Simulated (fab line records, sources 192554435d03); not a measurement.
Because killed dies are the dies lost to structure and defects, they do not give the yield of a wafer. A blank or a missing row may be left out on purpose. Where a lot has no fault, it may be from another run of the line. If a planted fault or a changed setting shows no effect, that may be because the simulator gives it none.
fab line records	flow n5-finfet
[record] lots = 5	wafers = 15	last-day = 14
route steps=1938 shown BEOL_M12@1606
lots that met no fault: from a run of the same line without faults
start-h: the number of hours between the record's first day and the start of the first shown wafer of the lot	wait-h: hours from the lot's prior step to this one	" unchanged from the row above	L1.1+2: a row that stands for several wafers	- no value present, or no start provided	* or withheld: withheld	< > ~ a bound
route shown NAME@n: a module of which the file shows steps, and the number in the route of the first	usual: mean/standard deviation taken from wafers without a fault	same: alike in all rows	chamber/n: place in a boat	sites: per-site readings	_std_site: standard deviation across them	_edge_site: mean of outer sites minus mean of inner sites	radius-mm: how far each site lies from the wafer's centre	mask NAME#n: copy n	behind: tool/chamber where the wafer was last shaped	hold: why the lot was held/for how many hours/how that ended	device: transistor that didn't switch, given as n, p or np	end of line: the tests these same wafers got at the end of their route	for a step that has no rows: nothing shown but its recipe	killed: count of dies lost to structure and defects at first sort (not the wafer's yield)	map: dies across one wafer; x = killed, . = not, _ = none there
set.NAME: setting as actually run; set.NAME@STEP: the setting as run at that earlier step	model.NAME: the simulator's own value behind a step, which no gauge read
a table for each step, a row for each wafer; lots at some steps of the route
services: a tool's chamber out of use, with start hour (start-h, from the record's first day; less than 0 if before it), hours out, and reason
[[steps]]
[step N5_BEOL_M12_EBR_06]
[recipe] solvent = PGMEA	ebr-width-mm = 1.5
[step N5_BEOL_M12_SOFTBAKE_05]
[recipe] temp-c = 130	time-s = 60
[step N5_BEOL_M12_EXPOSE_07]
[recipe] mask-id = V11	na = 0.93	source-shape = conventional	sigma-outer = 0.6	polarization = unpolarized	attpsm-phase-deg = 180	dose-mj = 32.5
[step N5_BEOL_M12_PEB_08]
[recipe] peb-temp-c = 130	peb-time-s = 90
[step N5_BEOL_M12_DEVELOP_09]
[recipe] develop-time-s = 45	rinse-liquid = diw	dry = air-spin	dev-temp-c = 21
[step N5_BEOL_M12_HARDBAKE_14]
[recipe] temp-c = 130	time-s = 120
[step N5_BEOL_M12_CD_MEAS_10]
[recipe] target-cd-nm = 140	landing-energy-ev = 500	detector = se-inlens	polarity = opening
[usual] cd-nm = 140.3/1.4
lot.wafer	tool	chamber	start-h	wait-h	cd-nm
L280.2	cd-sem-02	0	286.22	-	141.8
L280.4	"	0	"	"	141.4
L280.6	"	0	"	"	141.2
L281.2	cd-sem-02	0	289.98	-	141.4
L281.4	"	0	"	"	138.9
L281.5	"	0	"	"	140.5
L283.1	cd-sem-03	0	298.16	-	138.0
L283.3	"	0	"	"	139.4
L283.4	"	0	"	"	139.6
L284.1	cd-sem-03	0	306.53	-	138.3
L284.2	"	0	"	"	138.3
L284.4	"	0	"	"	139.6
L285.2	cd-sem-03	0	307.43	-	137.3
L285.5	"	0	"	"	139.2
L285.6	"	0	"	"	140.0
[step N5_BEOL_M12_OVL_MEAS_11]
[recipe] points-per-wafer = 44
[usual] V11_OVL = 0/6.6
lot.wafer	tool	chamber	start-h	wait-h	V11_OVL[nm]
L280.2	overlay-02	0	286.25	0.0	10
L280.4	"	0	"	"	7
L280.6	"	0	"	"	6
L281.2	overlay-02	0	290.01	0.0	5
L281.4	"	0	"	"	2
L281.5	"	0	"	"	-4
L283.1	overlay-02	0	298.19	0.0	2
L283.3	"	0	"	"	1
L283.4	"	0	"	"	11
L284.1	overlay-01	0	306.56	0.0	5
L284.2	"	0	"	"	-8
L284.4	"	0	"	"	-9
L285.2	overlay-01	0	307.46	0.0	-6
L285.5	"	0	"	"	-6
L285.6	"	0	"	"	-3
[step N5_BEOL_M12_INSPECT_12]
[recipe] mode = adi	inspect-instrument = macro
[usual] raw-defect-count = 2.0/1.5
lot.wafer	tool	chamber	start-h	wait-h	raw-defect-count
L280.2	defect-inspect-01	-	286.27	0.0	2
L280.4	"	-	"	"	2
L280.6	"	-	"	"	2
L281.2	defect-inspect-01	-	290.04	0.0	3
L281.4	"	-	"	"	1
L281.5	"	-	"	"	5
L283.1	defect-inspect-01	-	298.21	0.0	2
L283.3	"	-	"	"	2
L283.4	"	-	"	"	2
L284.1	defect-inspect-01	-	306.59	0.0	3
L284.2	"	-	"	"	0
L284.4	"	-	"	"	1
L285.2	defect-inspect-02	-	307.49	0.0	1
L285.5	"	-	"	"	2
L285.6	"	-	"	"	3
[step N5_BEOL_M12_DESCUM_15]
[recipe] chemistry = O2	time-s = 7.9	source-power-w = 50	bias-power-w = 20	pressure-mtorr = 20	rf-frequency-hz = 2.712e+07	temp-c = 40	o2-flow-sccm = 225
[usual] drypump-motor-current-A = 5.6/0.51	oes-product-au = 0.81/0.085	rf-vpp-V = 243.2/1.2	showerhead-plenum-p-Torr = 2.09/0.063	throttle-valve-pct = 20.41/0.21
[same] time-s = 7.9
lot.wafer	tool	chamber	start-h	wait-h	drypump-motor-current-A	oes-product-au	rf-hours-counter-h	rf-vpp-V	showerhead-plenum-p-Torr	throttle-valve-pct
L280.2	rie-diel-01	0	286.32	0.0	5.4	0.88	48	244.1	2.14	20.69
L280.4	"	3	"	"	5.8	0.84	70	242.5	2.13	20.40
L280.6	"	2	"	"	5.5	0.70	-	242.1	2.07	20.33
L281.2	rie-diel-04	0	290.07	0.0	5.6	0.90	25	242.0	2.06	20.56
L281.4	"	2	"	"	6.5	0.86	-	245.9	2.21	20.37
L281.5	"	3	"	"	5.7	0.71	-	240.6	1.97	20.24
L283.1	rie-diel-01	2	298.24	0.0	5.5	0.69	219	241.4	2.07	20.33
L283.3	"	3	"	"	5.8	0.84	73	243.4	2.13	20.43
L283.4	"	1	"	"	4.8	0.85	66	241.6	2.03	20.13
L284.1	rie-diel-06	3	306.62	0.0	6.8	0.71	219	243.6	2.16	20.65
L284.2	"	2	"	"	5.4	0.86	52	242.8	2.04	20.32
L284.4	"	3	"	"	6.8	0.71	-	244.5	2.16	20.66
L285.2	rie-diel-01	3	307.58	0.1	5.8	0.84	77	243.8	2.13	20.42
L285.5	"	0	"	"	5.4	0.87	-	244.7	2.13	20.70
L285.6	"	1	"	"	4.9	0.83	-	243.9	2.03	20.13
[step N5_BEOL_M12_ETCH_59]
[recipe] chemistry = N2/H2	target = BARC	target-depth-a = 890	overetch-a = 267	time-s = 67.9	ion-energy-ev = 200	pressure-mtorr = 30	source-w = 840	bias-w = 150	n2-flow-sccm = 200	h2-flow-sccm = 200
[usual] drypump-motor-current-A = 5.6/0.51	oes-product-au = 0.69/0.068	rf-vpp-V = 524.0/2.1	showerhead-plenum-p-Torr = 2.55/0.076	throttle-valve-pct = 17.87/0.17
[same] time-s = 67.9
lot.wafer	tool	chamber	start-h	wait-h	drypump-motor-current-A	oes-product-au	rf-hours-counter-h	rf-vpp-V	showerhead-plenum-p-Torr	throttle-valve-pct
L280.2	rie-diel-01	0	286.36	0.0	5.4	0.74	48	524.8	2.60	18.12
L280.4	"	3	"	"	5.8	0.73	70	524.2	2.58	17.80
L280.6	"	2	"	"	5.5	0.60	-	522.8	2.51	17.84
L281.2	rie-diel-04	0	290.11	0.0	5.6	0.77	25	521.2	2.50	17.96
L281.4	"	2	"	"	6.5	0.73	-	528.5	2.70	17.94
L281.5	"	3	"	"	5.6	0.60	-	521.4	2.40	17.76
L283.1	rie-diel-01	2	298.28	0.0	5.5	0.60	219	523.2	2.51	17.85
L283.3	"	3	"	"	5.8	0.72	73	524.4	2.58	17.80
L283.4	"	1	"	"	4.9	0.71	66	521.9	2.47	17.65
L284.1	rie-diel-06	3	306.66	0.0	6.8	0.61	219	526.4	2.62	17.95
L284.2	"	2	"	"	5.4	0.73	52	521.4	2.48	17.73
L284.4	"	3	"	"	6.8	0.61	-	525.3	2.62	17.96
L285.2	rie-diel-01	3	307.61	0.0	5.8	0.71	77	523.9	2.58	17.81
L285.5	"	0	"	"	5.3	0.73	-	525.5	2.59	18.12
L285.6	"	1	"	"	4.8	0.71	-	521.0	2.47	17.67
[step N5_BEOL_M12_VIA_ETCH_16]
[recipe] chemistry = C4F8/O2/Ar	target = SiOC	pressure-mtorr = 30	source-w = 3000	bias-w = 700	Ar_flow_sccm = 400	C4F8_flow_sccm = 15	O2_flow_sccm = 8	he-inner-torr = 15	he-outer-torr = 30	target-depth-a = 7248	time-s = withheld	ion-energy-ev = 250	ends = cleared
[usual] drypump-motor-current-A = 5.6/0.51	he-outer-torr = 30.01/0.061	mfc-ar-sccm = 399.9/1.1	oes-product-au = 0.73/0.076	rf-vpp-V = 665.6/2.7	showerhead-plenum-p-Torr = 3.42/0.091	throttle-valve-pct = 24.18/0.19
lot.wafer	tool	chamber	start-h	wait-h	drypump-motor-current-A	he-outer-torr	mfc-ar-sccm	oes-product-au	rf-vpp-V	showerhead-plenum-p-Torr	throttle-valve-pct
L280.2	rie-diel-01	0	286.41	0.0	5.4	29.99	399.5	0.79	668.8	3.48	24.47
L280.4	"	3	"	"	5.8	30.04	399.0	0.76	666.9	3.45	24.08
L280.6	"	2	"	"	5.5	30.06	399.9	0.63	664.7	3.40	24.15
L281.2	rie-diel-04	0	290.16	0.0	5.6	29.99	399.3	0.81	662.1	3.37	24.39
L281.4	"	2	"	"	6.5	30.00	400.0	0.78	670.1	3.61	24.26
L281.5	"	3	"	"	5.6	30.04	400.7	0.63	660.9	3.24	23.95
L283.1	rie-diel-01	2	298.33	0.0	5.5	29.96	400.9	0.62	664.7	3.39	24.16
L283.3	"	3	"	"	5.8	29.97	401.9	0.75	665.8	3.45	24.06
L283.4	"	1	"	"	4.9	29.93	400.2	0.75	662.9	3.33	23.95
L284.1	rie-diel-06	3	306.71	0.0	6.8	29.98	398.8	0.64	667.8	3.50	24.27
L284.2	"	2	"	"	5.4	29.99	398.9	0.77	663.6	3.35	24.17
L284.4	"	3	"	"	6.8	29.97	398.8	0.63	669.2	3.50	24.27
L285.2	rie-diel-01	3	307.66	0.0	5.8	30.07	398.4	0.76	666.9	3.44	24.08
L285.5	"	0	"	"	5.4	30.06	398.4	0.78	666.3	3.47	24.47
L285.6	"	1	"	"	4.9	30.01	399.0	0.75	663.4	3.33	23.96
[step N5_BEOL_M12_STRIP_63]
[recipe] chemistry = N2/H2	power-w = 1000	temp-c = 250	h2-frac = 0.65	overash-fraction = 0.3	pressure-mtorr = 1000	n2-flow-sccm = 1750	h2-flow-sccm = 3250
[usual] drypump-motor-current-A = 5.6/0.6	h2-flow-sccm = 3251/10	heater-power-w = 324/18	oes-product-au = 0.692/0.0047	strip-time-to-endpoint-s = 42.5/0.76
lot.wafer	tool	chamber	start-h	wait-h	drypump-motor-current-A	h2-flow-sccm	heater-power-w	oes-product-au	rf-hours-counter-h	strip-time-to-endpoint-s
L280.2	plasma-asher-01	0	286.97	-	5.7	3248	328	0.697	126	41.9
L280.4	"	1	"	"	4.7	3262	313	0.696	-	41.7
L280.6	"	0	"	"	5.7	3251	318	0.697	-	41.7
L281.2	plasma-asher-01	1	290.36	-	4.7	3249	316	0.696	126	42.0
L281.4	"	1	"	"	4.7	3257	318	0.688	-	41.4
L281.5	"	0	"	"	5.7	3247	331	0.698	-	41.4
L283.1	plasma-asher-01	0	298.80	-	5.7	3245	322	0.696	129	43.4
L283.3	"	1	"	"	4.7	3250	311	0.704	-	42.2
L283.4	"	0	"	"	5.7	3255	324	0.702	-	42.1
L284.1	plasma-asher-02	1	306.91	-	5.5	3241	348	0.693	81	42.8
L284.2	"	0	"	"	6.4	3261	298	0.686	81	43.3
L284.4	"	0	"	"	6.4	3272	302	0.687	-	42.5
L285.2	plasma-asher-01	1	307.86	-	4.7	3267	320	0.692	131	42.5
L285.5	"	0	"	"	5.7	2926	314	0.685	-	42.0
L285.6	"	1	"	"	4.7	3258	311	0.691	-	42.0
[step N5_BEOL_M12_STRIP_64]
[recipe] chemistry = N2/H2	power-w = 1000	temp-c = 250	h2-frac = 0.65	overash-fraction = 0.3	pressure-mtorr = withheld	n2-flow-sccm = 1750	h2-flow-sccm = 3250
[usual] drypump-motor-current-A = 5.6/0.6	h2-flow-sccm = 3249/9.6	heater-power-w = 324/19	oes-product-au = 0.715/0.0046	strip-time-to-endpoint-s = 31.35/0.068
lot.wafer	tool	chamber	start-h	wait-h	drypump-motor-current-A	h2-flow-sccm	heater-power-w	oes-product-au	rf-hours-counter-h	strip-time-to-endpoint-s
L280.2	plasma-asher-01	0	287.03	0.0	5.7	3243	320	0.715	126	31.40
L280.4	"	1	"	"	4.7	3248	312	0.718	-	31.39
L280.6	"	0	"	"	5.7	3249	321	0.707	-	31.32
L281.2	plasma-asher-01	1	290.42	0.0	4.7	3241	320	0.715	127	31.37
L281.4	"	1	"	"	4.7	3237	320	0.714	-	31.26
L281.5	"	0	"	"	5.7	3239	323	0.719	-	31.24
L283.1	plasma-asher-01	0	298.86	0.0	5.7	3253	320	0.714	129	31.41
L283.3	"	1	"	"	4.7	3262	317	0.712	-	31.37
L283.4	"	0	"	"	5.7	3245	318	0.720	-	31.34
L284.1	plasma-asher-02	1	306.97	0.0	5.5	3244	358	0.715	81	31.41
L284.2	"	0	"	"	6.4	3228	298	0.720	81	31.32
L284.4	"	0	"	"	6.4	3254	314	0.714	-	31.40
L285.2	plasma-asher-01	1	307.92	0.0	4.7	3267	315	0.705	131	31.22
L285.5	"	0	"	"	5.7	3258	335	0.727	-	31.33
L285.6	"	1	"	"	4.7	3247	326	0.715	-	31.24
[[services]]
tool	chamber	start-h	hours	kind
plasma-asher-01	-	262.37	1.1	repair
rie-diel-04	0	265.68	8.2	repair
rie-diel-06	2	272.24	7.4	repair
rie-diel-04	1	282.28	-	clean
rie-diel-04	1	282.28	-	consumable-replace:focus-ring
rie-diel-04	1	282.28	15.7	scheduled-down
rie-diel-04	1	282.28	15.7	vent-cycle
plasma-asher-02	-	285.13	15.6	pm
rie-diel-06	1	298.26	-	clean
rie-diel-06	1	298.26	-	consumable-replace:focus-ring
rie-diel-06	1	298.26	15.7	scheduled-down
rie-diel-06	1	298.26	15.7	vent-cycle
rie-diel-04	2	302.97	9.8	repair
[[key]]
[first-sign] step = N5_BEOL_M12_STRIP_63	reading = h2-flow-sccm	direction = down	sigmas = 32	usual = 3251	struck = 2926
effect none on later readings
met-at N5_BEOL_M12_STRIP_63
struck-wafers L285.5
onset-between 298.80 307.86
[fault] kind = process-parameter-drift	tool = plasma-asher-01	chamber = 0	onset-h = 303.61	steps = N5_BEOL_M12_STRIP_63	channel = h2-flow-sccm	offset = -325	shape = step	end-h = 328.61	acts-in = these-recipes-only	stated = 3250
